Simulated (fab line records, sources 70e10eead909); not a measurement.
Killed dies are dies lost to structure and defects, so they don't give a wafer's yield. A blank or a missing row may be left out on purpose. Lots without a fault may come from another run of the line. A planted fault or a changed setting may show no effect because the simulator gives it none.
Which tool did it? | flow nand_harc | 24 lots, 72 wafers sampled, at 6 steps of a route of 1302

WHAT THE GAUGES READ, wafer by wafer
NHARC_A_M1_INSPECT_11.
lot  | measured     | on                | raw_defect_count
L074 | day 22 22:30 | defect_inspect-01 | 100 86 86
L075 | day 22 23:15 | defect_inspect-01 | 131 122 116
L077 | day 23 12:08 | defect_inspect-01 | 26 24 20
L076 | day 23 13:56 | defect_inspect-01 | 146 157 143
L078 | day 24 02:56 | defect_inspect-01 | 164 143 156
L080 | day 24 11:19 | defect_inspect-01 | 92 79 93
L081 | day 25 14:02 | defect_inspect-02 | 150 180 161
L079 | day 25 15:02 | defect_inspect-01 | 71 63 69
L082 | day 26 06:39 | defect_inspect-01 | 143 150 191
L083 | day 26 08:04 | defect_inspect-01 | 33 35 35
L084 | day 27 06:17 | defect_inspect-02 | 82 78 75
L085 | day 27 23:04 | defect_inspect-02 | 103 94 114
L087 | day 28 00:15 | defect_inspect-02 | 60 54 55
L086 | day 28 07:28 | defect_inspect-01 | 92 97 90
L089 | day 29 00:59 | defect_inspect-01 | 22 24 36
L088 | day 29 01:17 | defect_inspect-01 | 145 136 128
L091 | day 29 13:41 | defect_inspect-02 | 27 35 32
L090 | day 29 18:49 | defect_inspect-01 | 160 140 139
L092 | day 30 02:08 | defect_inspect-02 | 63 75 59
L093 | day 30 06:52 | defect_inspect-02 | 37 40 34
L095 | day 31 06:41 | defect_inspect-01 | 116 142 147
L094 | day 31 08:07 | defect_inspect-02 | 51 39 57
L097 | day 31 15:23 | defect_inspect-01 | 49 57 69
L096 | day 31 23:10 | defect_inspect-02 | 43 48 34

NHARC_A_M1_THK_MEAS_24: measures by xrf.
lot  | measured     | on            | thk_nm (nm)
L074 | day 23 01:08 | film_metro-01 | 155.3 155.1 155.0
L075 | day 23 01:48 | film_metro-02 | 154.1 153.6 153.3
L077 | day 23 14:52 | film_metro-02 | 156.7 155.1 156.4
L076 | day 23 16:25 | film_metro-02 | 154.6 153.0 154.3
L078 | day 24 05:25 | film_metro-01 | 156.3 154.3 155.0
L080 | day 24 13:52 | film_metro-01 | 154.5 153.3 155.9
L081 | day 25 16:31 | film_metro-02 | 153.6 155.2 154.9
L079 | day 25 17:32 | film_metro-02 | 152.5 156.2 156.6
L082 | day 26 09:10 | film_metro-02 | 153.8 154.2 156.7
L083 | day 26 10:35 | film_metro-02 | 155.7 154.1 156.9
L084 | day 27 08:53 | film_metro-01 | 154.5 152.4 155.8
L085 | day 28 01:37 | film_metro-01 | 153.3 152.4 155.1
L087 | day 28 02:44 | film_metro-02 | 152.8 153.5 151.6
L086 | day 28 09:59 | film_metro-02 | 153.9 154.3 151.7
L089 | day 29 03:31 | film_metro-02 | 156.9 154.0 152.5
L088 | day 29 03:59 | film_metro-02 | 154.2 156.0 154.1
L091 | day 29 16:10 | film_metro-02 | 152.5 153.1 152.6
L090 | day 29 21:40 | film_metro-02 | 153.9 155.3 153.2
L092 | day 30 04:38 | film_metro-02 | 154.1 152.4 153.7
L093 | day 30 09:20 | film_metro-02 | 154.7 155.3 155.3
L095 | day 31 09:29 | film_metro-01 | 155.1 153.9 154.3
L094 | day 31 10:35 | film_metro-01 | 153.8 155.7 153.7
L097 | day 31 17:56 | film_metro-02 | 154.3 154.5 156.5
L096 | day 32 01:42 | film_metro-01 | 154.3 155.7 153.5

NHARC_HYBRID_BOND_OVL_MEAS_05.
lot  | measured     | on         | overlay_x_nm (nm) | overlay_y_nm (nm)
L074 | day 23 13:11 | overlay-01 | 10 -51 -34        | -23 -35 -13
L075 | day 23 17:34 | overlay-01 | -51 -8 12         | -29 -10 0
L077 | day 24 05:01 | overlay-01 | -35 29 72         | 24 -37 -24
L076 | day 24 05:01 | overlay-02 | 38 -11 72         | 7 25 -19
L078 | day 24 20:02 | overlay-01 | -74 39 26         | -38 -11 12
L080 | day 25 04:08 | overlay-02 | -10 -10 23        | 24 8 -42
L081 | day 26 06:54 | overlay-01 | -9 -52 -37        | -31 -14 18
L079 | day 26 06:54 | overlay-02 | 17 41 102         | 21 50 15
L082 | day 27 01:21 | overlay-01 | 16 1 -42          | -45 13 10
L083 | day 27 01:21 | overlay-02 | 48 14 57          | -10 -5 -8
L084 | day 27 23:29 | overlay-02 | 3 -37 -3          | 48 -60 -9
L085 | day 28 15:59 | overlay-01 | 39 6 8            | 39 -19 -41
L087 | day 28 15:59 | overlay-02 | -4 7 -11          | -40 14 57
L086 | day 29 18:20 | overlay-01 | 22 -15 29         | -19 37 -6
L089 | day 29 18:20 | overlay-02 | -17 -23 31        | -18 15 -7
L088 | day 29 18:21 | overlay-01 | 32 -14 64         | -46 36 88
L091 | day 30 06:20 | overlay-01 | 0 -16 10          | -40 -4 33
L090 | day 30 12:07 | overlay-02 | 65 -21 3          | -17 37 71
L092 | day 31 00:44 | overlay-01 | -1 70 19          | -12 31 48
L093 | day 31 00:44 | overlay-02 | -9 8 11           | -2 -19 16
L095 | day 31 23:48 | overlay-02 | -7 -31 18         | 20 -25 -14
L094 | day 32 09:01 | overlay-02 | -22 -39 -37       | -15 -2 -23
L097 | day 32 09:01 | overlay-02 | -2 0 15           | 50 23 -18
L096 | day 32 17:20 | overlay-02 | -29 -15 -35       | 0 30 84

NHARC_THIN_TSV_CD_MEAS_12: target cd 1000 nm.
lot  | measured     | on        | cd_nm (nm)
L074 | day 23 18:17 | cd_sem-01 | 1000.4 995.9 998.6
L075 | day 23 21:07 | cd_sem-01 | 1003.2 1004.7 997.1
L077 | day 24 07:46 | cd_sem-02 | 999.0 997.6 997.1
L076 | day 24 09:37 | cd_sem-02 | 1000.3 1002.2 1001.3
L078 | day 24 22:38 | cd_sem-03 | 1001.1 1000.2 1002.7
L080 | day 25 06:54 | cd_sem-03 | 1000.1 997.8 1000.9
L081 | day 26 10:44 | cd_sem-02 | 1001.2 1001.0 1002.2
L079 | day 26 09:39 | cd_sem-03 | 1002.2 1001.0 1002.6
L082 | day 27 05:17 | cd_sem-03 | 998.9 1001.3 997.6
L083 | day 27 03:58 | cd_sem-01 | 1003.8 1002.6 998.1
L084 | day 28 02:23 | cd_sem-02 | 995.9 1001.2 991.3
L085 | day 29 00:15 | cd_sem-03 | 1001.2 998.2 1002.0
L087 | day 29 00:25 | cd_sem-02 | 1003.0 996.4 997.9
L086 | day 29 20:56 | cd_sem-02 | 1001.2 1001.0 1002.5
L089 | day 29 22:16 | cd_sem-01 | 999.3 999.9 990.8
L088 | day 29 23:29 | cd_sem-02 | 994.3 1000.9 1003.5
L091 | day 30 09:11 | cd_sem-03 | 996.8 1000.7 1001.5
L090 | day 30 14:43 | cd_sem-02 | 995.1 999.7 1000.7
L092 | day 31 03:29 | cd_sem-01 | 995.0 997.5 995.8
L093 | day 31 04:41 | cd_sem-01 | 997.8 996.8 993.5
L095 | day 32 02:45 | cd_sem-01 | 1002.4 1000.7 1001.7
L094 | day 32 11:46 | cd_sem-01 | 993.7 999.7 999.1
L097 | day 32 12:57 | cd_sem-02 | 1001.9 1003.4 1001.2
L096 | day 32 20:05 | cd_sem-03 | 999.4 998.8 999.9

WHICH TOOL RAN EACH LOT (tool, then ch and the chambers of the sampled wafers, then the start)
lot  | NHARC_A_M1_ETCH_28                            | NHARC_A_BONDPAD_DEP_00
L074 | rie_diel-08 ch 0,1, day 23 01:08 or earlier   | pecvd-04 ch 1,2, day 23 01:59
L075 | rie_diel-08 ch 0,2,3, day 23 01:48 or earlier | pecvd-01 ch 0,1, day 23 17:34 or earlier
L077 | rie_diel-13 ch 1,3, day 23 14:52 or earlier   | pecvd-01 ch 0,1,2, day 23 15:46
L076 | rie_diel-08 ch 1,2,3, day 23 16:25 or earlier | pecvd-03 ch 0,1,2, day 23 17:16
L078 | rie_diel-07 ch 0,2,3, day 24 05:25 or earlier | pecvd-01 ch 0,1, day 24 06:20
L080 | rie_diel-07 ch 1,2,3, day 24 13:52 or earlier | pecvd-01 ch 0,1,2, day 24 14:43
L081 | rie_diel-08 ch 0,2,3, day 25 16:31 or earlier | pecvd-03 ch 1,2, day 25 17:22
L079 | rie_diel-13 ch 0,2, day 25 17:32 or earlier   | pecvd-03 ch 2, day 25 18:43
L082 | rie_diel-08 ch 1,3, day 26 09:10 or earlier   | pecvd-04 ch 0,1,2, day 26 10:11
L083 | rie_diel-08 ch 0,1, day 26 10:35 or earlier   | pecvd-04 ch 0,2, day 26 11:43
L084 | rie_diel-07 ch 0,3, day 27 08:53 or earlier   | pecvd-03 ch 0,1,2, day 27 09:59
L085 | rie_diel-07 ch 1,2, day 28 01:37 or earlier   | pecvd-04 ch 0,1,2, day 28 02:34
L087 | rie_diel-08 ch 0,2,3, day 28 02:44 or earlier | pecvd-01 ch 0,1,2, day 28 03:38
L086 | rie_diel-13 ch 0,2,3, day 28 09:59 or earlier | pecvd-04 ch 0,1,2, day 28 10:50
L089 | rie_diel-13 ch 0,2,3, day 29 03:31 or earlier | pecvd-03 ch 0,2, day 29 04:25
L088 | rie_diel-13 ch 1,2,3, day 29 03:59 or earlier | pecvd-04 ch 0,2, day 29 04:59
L091 | rie_diel-07 ch 1,2,3, day 29 16:10 or earlier | pecvd-03 ch 0,1, day 29 17:01
L090 | rie_diel-13 ch 0,1,3, day 29 21:40 or earlier | pecvd-04 ch 0,2, day 30 12:07 or earlier
L092 | rie_diel-07 ch 0,1,3, day 30 04:38 or earlier | pecvd-03 ch 0,1,2, day 30 05:29
L093 | rie_diel-08 ch 0,1,3, day 30 09:20 or earlier | pecvd-01 ch 0,1,2, day 30 10:16
L095 | rie_diel-13 ch 0,1,3, day 31 09:29 or earlier | pecvd-01 ch 0,1,2, day 31 23:48 or earlier
L094 | rie_diel-07 ch 0,3, day 31 10:35 or earlier   | pecvd-04 ch 0,1, day 32 09:01 or earlier
L097 | rie_diel-07 ch 0,2,3, day 31 17:56 or earlier | pecvd-04 ch 1,2, day 32 09:01 or earlier
L096 | rie_diel-08 ch 0,1,3, day 32 01:42 or earlier | pecvd-03 ch 0,2, day 32 02:34
- NHARC_A_M1_ETCH_28: etches the open film in CF4/N2, target depth 30 nm, time 72.99 s.
- NHARC_A_BONDPAD_DEP_00: deposits SiCN, target thk 250 nm.

WHAT THE TOOLS THEMSELVES READ (means of the sampled wafers that have a number; where no wafer has one, the mark that the record gives instead)
NHARC_A_M1_ETCH_28.
lot  | tool        | drypump_motor_current_A (A) | oes_product_au (a.u.) | rf_vpp_V (V) | showerhead_plenum_p_Torr (Torr) | throttle_valve_pct (%)
L074 | rie_diel-08 | 5.2                         | 0.997                 | 311.9        | 2.54                            | 19.798
L075 | rie_diel-08 | 5.4                         | 0.995                 | 314.8        | 2.68                            | 19.800
L077 | rie_diel-13 | 6.4                         | 1.003                 | 312.1        | 2.48                            | 19.796
L076 | rie_diel-08 | 5.6                         | 1.012                 | 314.4        | 2.67                            | 19.785
L078 | rie_diel-07 | 6.1                         | 1.008                 | 314.4        | 2.67                            | 19.800
L080 | rie_diel-07 | 5.7                         | 1.014                 | 315.4        | 2.67                            | 19.791
L081 | rie_diel-08 | 5.4                         | 0.991                 | 315.3        | 2.68                            | 19.793
L079 | rie_diel-13 | 6.0                         | 1.004                 | 314.1        | 2.63                            | 19.794
L082 | rie_diel-08 | 5.7                         | 1.003                 | 313.3        | 2.57                            | 19.798
L083 | rie_diel-08 | 5.3                         | 1.000                 | 312.4        | 2.54                            | 19.788
L084 | rie_diel-07 | 6.1                         | 1.012                 | 313.3        | 2.55                            | 19.797
L085 | rie_diel-07 | 5.7                         | 0.984                 | 314.7        | 2.68                            | 19.797
L087 | rie_diel-08 | 5.5                         | 0.999                 | 314.9        | 2.68                            | 19.791
L086 | rie_diel-13 | 6.1                         | 1.010                 | 313.8        | 2.57                            | 19.803
L089 | rie_diel-13 | 6.1                         | 1.010                 | 313.5        | 2.57                            | 19.787
L088 | rie_diel-13 | 6.3                         | 1.009                 | 312.1        | 2.54                            | 19.791
L091 | rie_diel-07 | 5.7                         | 1.009                 | 315.4        | 2.67                            | 19.801
L090 | rie_diel-13 | 6.2                         | 1.015                 | 312.6        | 2.53                            | 19.795
L092 | rie_diel-07 | 5.6                         | 1.005                 | 314.1        | 2.56                            | 19.804
L093 | rie_diel-08 | 5.5                         | 1.004                 | 313.4        | 2.57                            | 19.790
L095 | rie_diel-13 | 6.2                         | 1.004                 | 312.4        | 2.53                            | 19.794
L094 | rie_diel-07 | 6.1                         | 1.005                 | 313.3        | 2.55                            | 19.788
L097 | rie_diel-07 | 6.1                         | 1.016                 | 315.0        | 2.66                            | 19.798
L096 | rie_diel-08 | 5.5                         | 1.003                 | 312.7        | 2.57                            | 19.784

NHARC_A_BONDPAD_DEP_00.
lot  | tool     | chamber_pressure_Torr (Torr) | heater_power_w (W) | showerhead_vpp_V (V)
L074 | pecvd-04 | 3.003                        | 612                | 1321
L075 | pecvd-01 | 3.004                        | 672                | 1318
L077 | pecvd-01 | 2.999                        | 621                | 1328
L076 | pecvd-03 | 3.006                        | 581                | 1297
L078 | pecvd-01 | 2.997                        | 554                | 1288
L080 | pecvd-01 | 2.994                        | 587                | 1339
L081 | pecvd-03 | 2.998                        | 648                | 1303
L079 | pecvd-03 | 2.992                        | 624                | 1280
L082 | pecvd-04 | 2.996                        | 595                | 1260
L083 | pecvd-04 | 2.997                        | 597                | 1229
L084 | pecvd-03 | 3.002                        | 633                | 1290
L085 | pecvd-04 | 2.998                        | 580                | 1270
L087 | pecvd-01 | 3.002                        | 632                | 1349
L086 | pecvd-04 | 2.996                        | 606                | 1278
L089 | pecvd-03 | 2.998                        | 575                | 1283
L088 | pecvd-04 | 2.999                        | 688                | 1226
L091 | pecvd-03 | 3.002                        | 618                | 1291
L090 | pecvd-04 | 3.002                        | 643                | 1226
L092 | pecvd-03 | 3.000                        | 610                | 1291
L093 | pecvd-01 | 3.002                        | 581                | 1347
L095 | pecvd-01 | 3.000                        | 618                | 1346
L094 | pecvd-04 | 3.003                        | 653                | 1272
L097 | pecvd-04 | 3.004                        | 557                | 1280
L096 | pecvd-03 | 3.009                        | 578                | 1261

THE ANSWER, worked out from the rows above alone
Rule: what is usual is taken from the lots themselves. Put in order of their means at a reading, lots are off if they are a third of the lots or fewer, leave a main group of 4 or more, and stand apart from it by a gap of 3 or more times the standard deviation of the main group's means; of several such gaps the widest counts. A main group whose means are all the same, to the digits that the tables above print for the reading, isn't used. A lot without any number at a reading at which 4 lots or more have one is off too. The other lots that the step has rows for count as sound. The gauges are gone through in route order, then the tools' own readings, and for those a lot's mean is taken as printed above. The first step at which some lot is off is used, and at that step the reading that is off furthest; a lot without a number counts as furthest.
No lot is off at any reading shown: from this, nothing can be told.

WHAT THE SIMULATOR HAD PUT IN
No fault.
